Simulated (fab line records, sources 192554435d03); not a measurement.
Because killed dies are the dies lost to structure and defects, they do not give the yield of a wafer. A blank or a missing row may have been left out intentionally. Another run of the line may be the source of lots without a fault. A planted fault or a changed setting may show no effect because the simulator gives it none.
fab line records | flow n5Finfet
record lots=7 wafers=39
route steps=1938 shown FIN_SAQP@102 SD_EPI_N@288 HKMG_FIN@413 MOL_CONTACT_COAG@559 BEOL_M1@751
startH: the number of hours between the record's first day and the start of the first shown wafer of the lot | waitH: hours from the lot's prior step to this one | " identical to the entry in the row above | L1.1+2: one row covering several wafers at once | - no value, or no start given | * or withheld: withheld | < > ~ a bound
route shown NAME@n: names a module that has steps shown in the file, with the first one's number in the route | usual: mean/standard deviation of fault-free wafers | same: alike in all rows | chamber/n: place in a boat | sites: each site's reading | _std_site: their standard deviation | _edge_site: mean of outer sites minus mean of inner sites | radiusMm: how far each site lies from the wafer's centre | mask NAME#n: copy n | behind: the tool/chamber that last shaped the wafer | hold: cause of the lot's hold/its duration in hours/its outcome | device: transistor that didn't switch, given as n, p or np | end of line: the route-end tests of the same wafers | a step without rows: its recipe alone | killed: at the first sort, the dies lost to defects and structure; wafer yield is something else | map: a wafer's dies, marking killed ones x, the rest . and places with no die _
set.NAME: the setting that was run; set.NAME@STEP: the one run at that earlier step | model.NAME: the simulator's own value behind a step, which no gauge read
lots whose settings were changed on purpose; a table a step, a row a wafer
## steps
# step N5_FIN_SAQP_HM_DEP_72
# recipe material=SiO2 targetThkA=120 tempC=400 precursor=SiH4/N2O pressureTorr=0.75 rfW=275 timeS=7.2
# columns lot.wafer tool chamber startH waitH set.targetThkA model.SiO2_of_FIN_SAQP_HM_DEP_72.thkNm
L074.1 pecvd-02 0 21.67 0.0 120 11.67
L074.2 " 1 " " 170.3 16.7
L074.3 " 2 " " 170.3 16.75
L074.4 " 2 " " 120 12.04
L074.5 " 1 " " 170.3 16.96
L074.6 " 0 " " 120 12
L078.1 pecvd-02 0 45.79 0.0 186.8 18.38
L078.2 " 1 " " 186.8 18.57
L078.3 " 2 " " 120 12.03
L078.4 " 1 " " 186.8 18.71
L078.5 " 2 " " 120 11.99
L078.6 " 0 " " 120 12.08
L080.1 pecvd-02 1 57.67 0.0 183.3 18.18
L080.2 " 2 " " 120 12.02
L080.3 " 0 " " 120 11.9
L080.4 " 1 " " 183.3 18.63
L080.5 " 2 " " 120 12.36
L080.6 " 0 " " 183.3 18.46
L081.1 pecvd-03 0 64.15 0.0 120 11.87
L081.2 " 1 " " 120 11.56
L081.3 " 2 " " 187.1 18.3
L081.4 " 0 " " 187.1 18.59
L081.5 " 2 " " 187.1 18.65
L081.6 " 1 " " 120 11.8
L082.3 pecvd-03 1 69.66 0.0 120 11.61
L082.4 " 0 " " 120 11.9
L082.5 " 2 " " 120 11.84
L083.1 pecvd-01 1 77.13 0.0 70.59 6.815
L083.2 " 0 " " 120 11.5
L083.3 " 1 " " 120 11.88
L083.4 " 0 " " 120 11.96
L083.5 " 1 " " 70.59 6.962
L083.6 " 0 " " 70.59 6.883
L097.1 pecvd-01 1 159.48 0.0 120 11.7
L097.2 " 2 " " 171.3 17.04
L097.3 " 0 " " 120 11.95
L097.4 " 2 " " 171.3 17.25
L097.5 " 0 " " 171.3 17.32
L097.6 " 1 " " 120 11.84
# step N5_FIN_SAQP_COAT_49
# recipe resist=SOC tempC=250 timeS=60 spinRpm=1500 resistThkNm=100
# step N5_FIN_SAQP_COAT_50
# recipe resist=SiARC tempC=220 timeS=60 spinRpm=1500 resistThkNm=35
# step N5_FIN_SAQP_ETCH_52
# recipe chemistry=N2/H2 target=SOC targetDepthA=1000 overetchA=200 maskMaterial=SiARC tempC=40 timeS=150 ionEnergyEv=200 pressureMtorr=30 sourceW=840 biasW=150 n2FlowSccm=200 h2FlowSccm=200 ends=endPoint
# step N5_FIN_SAQP_STRIP_53
# recipe chemistry=N2/H2 tempC=40 n2FlowSccm=200 h2FlowSccm=200 rfFrequencyHz=6e+07
# step N5_FIN_SAQP_HM_OPEN_73
# recipe chemistry=CHF3/O2 target=SiO2 stopOn=a-Si targetDepthA=120 overEtchFrac=1.8 maskMaterial=SOC timeS=16.8 pressureMtorr=30 sourceW=650 biasW=170 Ar_flow_sccm=200 CHF3_flow_sccm=50 O2_flow_sccm=5 ionEnergyEv=200 ends=endPoint
# columns lot.wafer tool chamber startH waitH set.targetThkA@FIN_SAQP_HM_DEP_72 model.etch.depthNm
L074.1 rieDiel-04 0 22.41 0.0 120 11.67
L074.2 " 2 " " 170.3 16.7
L074.3 " 3 " " 170.3 16.75
L074.4 " 1 " " 120 12.04
L074.5 " 2 " " 170.3 16.96
L074.6 " 1 " " 120 12
L078.1 rieDiel-02 0 46.54 0.0 186.8 18.38
L078.2 " 1 " " 186.8 18.57
L078.3 " 3 " " 120 12.03
L078.4 " 3 " " 186.8 18.71
L078.5 " 0 " " 120 11.99
L078.6 " 1 " " 120 12.08
L080.1 rieDiel-02 0 58.50 0.0 183.3 18.18
L080.2 " 3 " " 120 12.02
L080.3 " 2 " " 120 11.9
L080.4 " 1 " " 183.3 18.63
L080.5 " 1 " " 120 12.36
L080.6 " 2 " " 183.3 18.46
L081.1 rieDiel-04 3 64.82 0.0 120 11.87
L081.2 " 1 " " 120 11.56
L081.3 " 2 " " 187.1 18.3
L081.4 " 2 " " 187.1 18.59
L081.5 " 1 " " 187.1 18.65
L081.6 " 3 " " 120 11.8
L082.3 rieDiel-02 2 70.41 0.0 120 11.61
L082.4 " 1 " " 120 11.9
L082.5 " 2 " " 120 11.84
L083.1 rieDiel-02 1 78.26 0.0 70.59 6.815
L083.2 " 3 " " 120 11.5
L083.3 " 0 " " 120 11.88
L083.4 " 2 " " 120 11.96
L083.5 " 2 " " 70.59 6.962
L083.6 " 3 " " 70.59 6.883
L097.1 rieDiel-06 1 160.38 0.0 120 11.7
L097.2 " 0 " " 171.3 17.04
L097.3 " 2 " " 120 11.95
L097.4 " 0 " " 171.3 17.25
L097.5 " 1 " " 171.3 17.32
L097.6 " 2 " " 120 11.84
# step N5_SD_EPI_N_EPI_21
# recipe material=Si:P dopant=P tempC=680 pressureTorr=255 timeS=690
# columns lot.wafer tool chamber startH waitH set.epiGrowthTimeS model.Si-P_of_SD_EPI_N_EPI_21.thkNm
L074.1 epiRpcvd-03 0 51.60 0.2 690 60.6
L074.2 " 0 " " 690 60
L074.3 " 0 " " 547.6 52
L074.4 " 0 " " 690 61.4
L074.5 " 0 " " 547.6 51.2
L074.6 " 0 " " 547.6 51.8
L078.1 epiRpcvd-01 0 79.08 0.1 690 58.2
L078.2 " 0 " " 499.4 45.6
L078.3+4 " 0 " " 499.4 46
L078.5 " 0 " " 690 59
L078.6 " 0 " " 690 58.4
L080.1 epiRpcvd-01 0 88.52 0.1 1010 76.6
L080.2+4 " 0 " " 690 58.4
L080.3 " 0 " " 690 58.6
L080.5 " 0 " " 1010 76.2
L080.6 " 0 " " 1010 76.8
L081.1+3 epiRpcvd-03 0 93.76 0.2 1083 81.8
L081.2 " 0 " " 1083 81.2
L081.4 " 0 " " 690 59.2
L081.5 " 0 " " 690 59
L081.6 " 0 " " 690 60
L082.3+4 epiRpcvd-04 0 97.88 0.7 690 58.4
L082.5 " 0 " " 690 58.8
L083.1 epiRpcvd-04 0 107.00 0.1 690 58.6
L083.2+5 " 0 " " 690 58.8
L083.3 " 0 " " 690 59
L083.4+6 " 0 " " 690 58.4
L097.1 epiRpcvd-03 0 191.21 0.1 690 58.6
L097.2 " 0 " " 690 59
L097.3 " 0 " " 690 57.6
L097.4+5 " 0 " " 690 58.4
L097.6 " 0 " " 690 59.2
# step N5_SD_EPI_N_EPI_MEAS_23
# recipe mode=xrd
# usual thkNm=59.0/1.3
# columns lot.wafer tool chamber startH waitH set.epiGrowthTimeS@SD_EPI_N_EPI_21 thkNm
L074.1 filmMetro-02 - 53.88 1.9 690 61.4
L074.2 " - " " 690 58.2
L074.3 " - " " 547.6 51.5
L074.4 " - " " 690 61.7
L074.5 " - " " 547.6 51.6
L074.6 " - " " 547.6 50.0
L078.1 filmMetro-01 - 80.79 1.4 690 59.3
L078.2 " - " " 499.4 42.8
L078.3 " - " " 499.4 47.1
L078.4 " - " " 499.4 46.5
L078.5 " - " " 690 61.3
L078.6 " - " " 690 57.1
L080.1 filmMetro-02 - 90.23 1.4 1010 77.4
L080.2 " - " " 690 57.7
L080.3 " - " " 690 59.1
L080.4 " - " " 690 58.4
L080.5 " - " " 1010 75.0
L080.6 " - " " 1010 76.8
L081.1 filmMetro-02 - 96.04 1.9 1083 81.9
L081.2 " - " " 1083 81.9
L081.3 " - " " 1083 81.8
L081.4 " - " " 690 58.8
L081.5 " - " " 690 60.1
L081.6 " - " " 690 59.9
L082.3 filmMetro-02 - 99.04 0.9 690 59.9
L082.4 " - " " 690 59.2
L082.5 " - " " 690 59.6
L083.1 filmMetro-01 - 108.72 1.4 690 58.8
L083.2 " - " " 690 59.3
L083.3 " - " " 690 56.8
L083.4 " - " " 690 58.3
L083.5 " - " " 690 59.3
L083.6 " - " " 690 59.0
L097.1 filmMetro-01 - 192.92 1.4 690 59.2
L097.2 " - " " 690 57.6
L097.3 " - " " 690 56.5
L097.4 " - " " 690 59.4
L097.5 " - " " 690 60.3
L097.6 " - " " 690 59.2
# step N5_HKMG_FIN_CVD_62
# recipe material=a-Si targetThkA=30 tempC=500 precursor=Si2H6 pressureTorr=1 timeS=20.8
# columns lot.wafer tool chamber startH waitH set.targetThkA model.a-Si_of_HKMG_FIN_CVD_62.thkNm
L074.1+4+6 thermalCvdSi-02 0,2,0 74.62 0.2 30 3
L074.2+3+5 " 1,2,1 " " 30 2.8
L078.1+2+3+4+5+6 thermalCvdSi-02 1,0,2,0,2,1 100.75 0.2 30 2.8
L080.1+5 thermalCvdSi-02 1 110.25 0.2 30 2.8
L080.2+6 " 2 " " 24.51 2.4
L080.3 " 0 " " 30 3
L080.4 " 0 " " 24.51 2.6
L081.1+2 thermalCvdSi-01 2,1 116.59 0.2 44.33 4.2
L081.3+4+6 " 0,0,2 " " 30 3
L081.5 " 1 " " 44.33 4.4
L082.3+5 thermalCvdSi-02 2 121.31 0.2 30 2.8
L082.4 " 1 " " 30 3
L083.1 thermalCvdSi-01 1 129.27 0.2 30 2.8
L083.2+5+6 " 2,2,1 " " 30 3
L083.3+4 " 0 " " 30 3.2
L097.1 thermalCvdSi-01 0 214.96 0.2 30 3.2
L097.2+6 " 2,1 " " 30 3
L097.3+4 " 1,0 " " 43.77 4.6
L097.5 " 2 " " 43.77 4.4
# step N5_MOL_CONTACT_COAG_ALD_27
# recipe material=SiOC targetThkA=170 tempC=400 aldPrecursorFamily=carbosiloxane aldCoReactant=H2-plasma pulseTimeS=1.5 timeS=2720 purgeTimeS=2 coReactantPurgeTimeS=2 aldCycles=340 pressureTorr=2
# columns lot.wafer tool chamber startH waitH set.aldCycles model.SiOC_of_MOL_CONTACT_COAG_ALD_27.thkNm
L074.1+3+6 aldSin-02 1,0,0 97.15 0.8 340 17
L074.2+5 " 3 " " 340 16.8
L074.4 " 2 " " 340 17.2
L078.1 aldSin-04 2 120.60 0.1 340 17.2
L078.2+3 " 1,3 " " 340 17
L078.4+5 " 0,2 " " 188 9.4
L078.6 " 3 " " 188 9.2
L080.1+2 aldSin-04 3,0 132.34 0.0 139 7
L080.3+5 " 1,3 " " 340 17
L080.4 " 2 " " 340 17.2
L080.6 " 2 " " 139 7.2
L081.1+4+6 aldSin-04 1,3,0 136.53 0.0 453 22.6
L081.2+3+5 " 0,2,1 " " 340 17
L082.3+4+5 aldSin-04 2,1,2 141.29 0.0 340 17
L083.1+3+4 aldSin-02 1,2,3 151.96 0.0 340 17
L083.2+5+6 " 0,3,0 " " 144 7.2
L097.1+3 aldSin-02 1,0 236.03 0.0 340 17
L097.2 " 2 " " 340 17.2
L097.4 " 3 " " 274 13.6
L097.5+6 " 1,2 " " 274 13.8
# step N5_MOL_CONTACT_COAG_CMP_28
# recipe stopOn=SiNx tOverpolishS=0.85 postCmpClean=alkalineBrush downForcePsi=4.15 platenRpm=51.8 padVelocityMS=1.0307 targetThkNm=14.522
# columns lot.wafer tool chamber startH waitH set.aldCycles@MOL_CONTACT_COAG_ALD_27 model.SiOC_of_MOL_CONTACT_COAG_ALD_27.thkNm
L074.3 cmp-04 3 98.72 0.8 340 13.2
L074.2 " 0 " " 340 15
L074.1 " 1 " " 340 12.6
L074.4 " 2 " " 340 14.8
L074.6 " 3 " " 340 12.4
L074.5 " 0 " " 340 13.6
L078.1 cmp-03 2 122.17 0.8 340 13.4
L078.4+5 " 3,2 " " 188 9.4
L078.2 " 0 " " 340 13
L078.3 " 1 " " 340 12.2
L078.6 " 3 " " 188 9.2
L080.3 cmp-03 3 133.91 0.8 340 15.8
L080.4 " 0 " " 340 13.6
L080.1+2 " 1,2 " " 139 7
L080.5 " 3 " " 340 15.4
L080.6 " 0 " " 139 7.2
L081.1 cmp-04 2 138.10 0.8 453 14.2
L081.3 " 3 " " 340 13
L081.4 " 0 " " 453 14.6
L081.2 " 1 " " 340 12.6
L081.6 " 2 " " 453 15.6
L081.5 " 3 " " 340 13.6
L082.4 cmp-01 3 142.90 0.8 340 12.4
L082.3 " 1 " " 340 13.8
L082.5 " 0 " " 340 13
L083.2+5+6 cmp-04 1,1,2 153.53 0.8 144 7.2
L083.4 " 2 " " 340 15.4
L083.3 " 3 " " 340 14
L083.1 " 0 " " 340 17
L097.2 cmp-04 2 237.61 0.8 340 15
L097.1 " 3 " " 340 11.4
L097.4 " 0 " " 274 13.6
L097.3 " 1 " " 340 11.2
L097.5+6 " 2,3 " " 274 13.8
# step N5_MOL_CONTACT_COAG_ALD_123
# recipe material=SiNx targetThkA=50 tempC=400 aldPrecursorFamily=SiH2I2 aldCoReactant=N2/H2-plasma pulseTimeS=1 purgeTimeS=2 coReactantPurgeTimeS=2 aldCycles=100 pressureTorr=2
# step N5_MOL_CONTACT_COAG_VIA_ETCH_117
# recipe chemistry=C4F6/O2 targetDepthA=400 overetchA=80 maskMaterial=SOC target=SiO2 biasW=455 pressureMtorr=10 timeS=26 sourceW=325 Ar_flow_sccm=300 C4F6_flow_sccm=10 O2_flow_sccm=10 ionEnergyEv=575.3 ends=endPoint
# step N5_MOL_CONTACT_COAG_ETCH_124
# recipe chemistry=CH3F/O2 target=SiNx targetDepthA=65 maskMaterial=SOC stopOn=SiOC overEtchFrac=0.3 ionEnergyEv=120 pressureMtorr=30 sourceW=395 biasW=73 Ar_flow_sccm=150 CH3F_flow_sccm=30 O2_flow_sccm=20 ends=endPoint
# step N5_MOL_CONTACT_COAG_ETCH_48
# recipe chemistry=C4F6/O2 targetDepthA=150 overetchA=45 maskMaterial=SOC target=SiOC biasW=465 pressureMtorr=10 timeS=17 sourceW=335 Ar_flow_sccm=300 C4F6_flow_sccm=10 O2_flow_sccm=10 ionEnergyEv=576
# columns lot.wafer tool chamber startH waitH set.aldCycles@MOL_CONTACT_COAG_ALD_27 model.etch.depthNm
L074.1 rieDiel-02 2 102.62 0.0 340 12.6
L074.2 " 3 " " 340 15.08
L074.3 " 0 " " 340 13.18
L074.4 " 1 " " 340 14.78
L074.5 " 0 " " 340 13.61
L074.6 " 1 " " 340 12.49
L078.1 rieDiel-06 2 126.03 0.0 340 13.48
L078.2 " 1 " " 340 12.98
L078.3 " 0 " " 340 12.18
L078.4 " 1 " " 188 9.317
L078.5 " 2 " " 188 9.496
L078.6 " 0 " " 188 9.224
L080.1 rieDiel-06 0 138.03 0.0 139 6.979
L080.2 " 2 " " 139 6.97
L080.3 " 1 " " 340 15.84
L080.4 " 0 " " 340 13.56
L080.5 " 2 " " 340 15.39
L080.6 " 1 " " 139 7.151
L081.1 rieDiel-04 1 141.94 0.0 453 14.26
L081.2 " 0 " " 340 12.58
L081.3 " 3 " " 340 13
L081.4 " 2 " " 453 14.6
L081.5 " 1 " " 340 13.56
L081.6 " 2 " " 453 15.5
L082.3 rieDiel-02 3 146.70 0.0 340 13.8
L082.4 " 0 " " 340 12.34
L082.5 " 2 " " 340 13.1
L083.1 rieDiel-02 3 157.25 0.0 340 16.96
L083.2 " 2 " " 144 7.261
L083.3 " 0 " " 340 14.04
L083.4 " 0 " " 340 15.35
L083.5 " 2 " " 144 7.108
L083.6 " 3 " " 144 7.137
L097.1 rieDiel-04 0 241.01 0.0 340 11.48
L097.2 " 2 " " 340 14.9
L097.3 " 1 " " 340 11.3
L097.4 " 3 " " 274 13.65
L097.5 " 0 " " 274 13.71
L097.6 " 1 " " 274 13.77
# step N5_BEOL_M1_ILD_DEP_00
# recipe material=SiOC targetThkA=790 tempC=350 precursor=DEMS/O2 pressureTorr=5 rfW=500 timeS=15.3
# columns lot.wafer tool chamber startH waitH set.targetThkA model.SiOC_of_BEOL_M1_ILD_DEP_00.thkNm
L074.1 pecvd-04 1 123.15 0.0 316.9 31.8
L074.2 " 2 " " 316.9 31.6
L074.3 " 0 " " 316.9 34
L074.4 " 0 " " 790 81.8
L074.5 " 2 " " 790 80.4
L074.6 " 1 " " 790 80.2
L078.1 pecvd-03 2 145.24 0.0 948.4 94.4
L078.2 " 0 " " 948.4 95
L078.3 " 1 " " 790 77.2
L078.4 " 1 " " 790 78.4
L078.5 " 0 " " 790 80.6
L078.6 " 2 " " 948.4 96.6
L080.1 pecvd-03 2 156.44 0.0 1163 116.6
L080.2 " 1 " " 790 78.6
L080.3 " 0 " " 790 81.2
L080.4 " 1 " " 1163 116.8
L080.5 " 0 " " 1163 119
L080.6 " 2 " " 790 80.8
L081.1+6 pecvd-03 0,2 161.06 0.0 790 79.4
L081.2 " 2 " " 790 77.8
L081.3 " 1 " " 790 77.2
L081.4 " 0 " " 790 80.4
L081.5 " 1 " " 790 78.8
L082.3 pecvd-03 1 167.02 0.0 790 77.8
L082.4 " 2 " " 790 78.8
L082.5 " 0 " " 790 80.6
L083.1+2 pecvd-04 0,2 176.60 0.0 790 76.8
L083.3 " 1 " " 638.5 61.6
L083.4 " 0 " " 790 78.4
L083.5+6 " 2,1 " " 638.5 62.8
L097.1 pecvd-04 1 259.02 0.0 790 77
L097.2 " 2 " " 790 78
L097.3 " 0 " " 790 77.6
L097.4 " 2 " " 790 79.8
L097.5 " 1 " " 790 77.8
L097.6 " 0 " " 790 79.2
# step N5_BEOL_M1_THK_MEAS_01
# recipe reads=SiOC_of_BEOL_M1_ILD_DEP_00
# usual M1_ILD_THK=78.8/1.3
# columns lot.wafer tool chamber startH waitH set.targetThkA@BEOL_M1_ILD_DEP_00 M1_ILD_THK[nm]
L074.1 filmMetro-02 - 123.21 0.0 316.9 31.9
L074.2 " - " " 316.9 31.6
L074.3 " - " " 316.9 34.1
L074.4 " - " " 790 81.9
L074.5 " - " " 790 80.3
L074.6 " - " " 790 80.3
L078.1 filmMetro-02 - 145.31 0.0 948.4 94.3
L078.2 " - " " 948.4 94.9
L078.3 " - " " 790 77.1
L078.4 " - " " 790 78.5
L078.5 " - " " 790 80.6
L078.6 " - " " 948.4 96.6
L080.1 filmMetro-02 - 156.51 0.0 1163 116.6
L080.2 " - " " 790 78.7
L080.3 " - " " 790 81.3
L080.4 " - " " 1163 116.7
L080.5 " - " " 1163 119.0
L080.6 " - " " 790 80.8
L081.1 filmMetro-01 - 161.13 0.0 790 79.2
L081.2 " - " " 790 77.7
L081.3 " - " " 790 77.2
L081.4 " - " " 790 80.5
L081.5 " - " " 790 78.8
L081.6 " - " " 790 79.3
L082.3 filmMetro-02 - 167.09 0.1 790 77.8
L082.4 " - " " 790 78.8
L082.5 " - " " 790 80.6
L083.1 filmMetro-01 - 176.67 0.0 790 76.7
L083.2 " - " " 790 76.9
L083.3 " - " " 638.5 61.5
L083.4 " - " " 790 78.4
L083.5 " - " " 638.5 62.7
L083.6 " - " " 638.5 62.8
L097.1 filmMetro-01 - 259.08 0.0 790 77.0
L097.2 " - " " 790 78.1
L097.3 " - " " 790 77.6
L097.4 " - " " 790 79.8
L097.5 " - " " 790 77.7
L097.6 " - " " 790 79.1
## key
split step=N5_FIN_SAQP_HM_DEP_72 setting=targetThkA stated=120 by=wafer
response step=N5_FIN_SAQP_HM_DEP_72 reading=model.SiO2_of_FIN_SAQP_HM_DEP_72.thkNm change=+0.12 per=1% r=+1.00
response step=N5_FIN_SAQP_HM_OPEN_73 reading=model.etch.depthNm change=+0.12 per=1% r=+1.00
split step=N5_SD_EPI_N_EPI_21 setting=epiGrowthTimeS stated=690 by=wafer
response step=N5_SD_EPI_N_EPI_21 reading=model.Si-P_of_SD_EPI_N_EPI_21.thkNm change=+0.401 per=1% r=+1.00
response step=N5_SD_EPI_N_EPI_MEAS_23 reading=thkNm change=* per=1% r=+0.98
split step=N5_HKMG_FIN_CVD_62 setting=targetThkA stated=30 by=wafer
response step=N5_HKMG_FIN_CVD_62 reading=model.a-Si_of_HKMG_FIN_CVD_62.thkNm change=+0.0286 per=1% r=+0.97
split step=N5_MOL_CONTACT_COAG_ALD_27 setting=aldCycles stated=340 by=wafer
response step=N5_MOL_CONTACT_COAG_ALD_27 reading=model.SiOC_of_MOL_CONTACT_COAG_ALD_27.thkNm change=+0.17 per=1% r=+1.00
response step=N5_MOL_CONTACT_COAG_CMP_28 reading=model.SiOC_of_MOL_CONTACT_COAG_ALD_27.thkNm change=+0.11 per=1% r=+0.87
response step=N5_MOL_CONTACT_COAG_ETCH_48 reading=model.etch.depthNm change=+0.11 per=1% r=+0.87
split step=N5_BEOL_M1_ILD_DEP_00 setting=targetThkA stated=790 by=wafer
response step=N5_BEOL_M1_ILD_DEP_00 reading=model.SiOC_of_BEOL_M1_ILD_DEP_00.thkNm change=+0.801 per=1% r=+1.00
response step=N5_BEOL_M1_THK_MEAS_01 reading=M1_ILD_THK change=+0.799 per=1% r=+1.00
